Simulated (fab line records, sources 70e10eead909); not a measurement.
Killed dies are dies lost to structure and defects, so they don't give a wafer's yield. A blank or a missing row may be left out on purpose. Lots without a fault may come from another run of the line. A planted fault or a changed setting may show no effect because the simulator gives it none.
Chamber matching | flow nand_harc | NHARC_A_CONTACT_DESCUM_13 on rie_diel-01: 4 sister chambers
The step chemistry O2, time 3 s. 4 wafers are shown with their chamber, then 7 later ones without.

WAFERS WITH THEIR CHAMBER
wafer  | chamber | showerhead_plenum_p_Torr (Torr)
L085.4 | 0       | 1.83
L084.2 | 1       | 1.82
L088.2 | 2       | 1.94
L088.4 | 3       | 2.05

WAFERS WITHOUT THEIR CHAMBER
wafer  | showerhead_plenum_p_Torr (Torr)
L088.5 | 1.94
L092.2 | 1.81
L092.3 | 1.93
L092.4 | 1.82
L097.2 | 1.82
L097.3 | 1.93
L097.4 | 1.80

WHICH CHAMBER EACH WENT THROUGH
wafer  | from the rows above     | in truth
L088.5 | 2                       | 2
L092.2 | can't be placed: 1 or 0 | 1
L092.3 | 2                       | 2
L092.4 | can't be placed: 1 or 0 | 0
L097.2 | can't be placed: 1 or 0 | 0
L097.3 | 2                       | 2
L097.4 | can't be placed: 1 or 0 | 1
Placed correctly: 3 of 7. Can't be placed from these rows: 4 (the true chamber is among the candidates in 4). Placed wrongly: 0.
How it was worked out, from the rows above alone: a wafer's distance from a chamber is the root of the sum, over the readings, of the square of ((its reading less the chamber's mean) divided by the reading's scatter). The wafer belongs to the nearest chamber; if the next one is less than 2 further off, it can't be placed. A chamber's mean is the mean of its shown wafers. The scatter: with one shown wafer a chamber, the root of the mean of the squares of how far each hidden wafer lies from its nearest shown one.
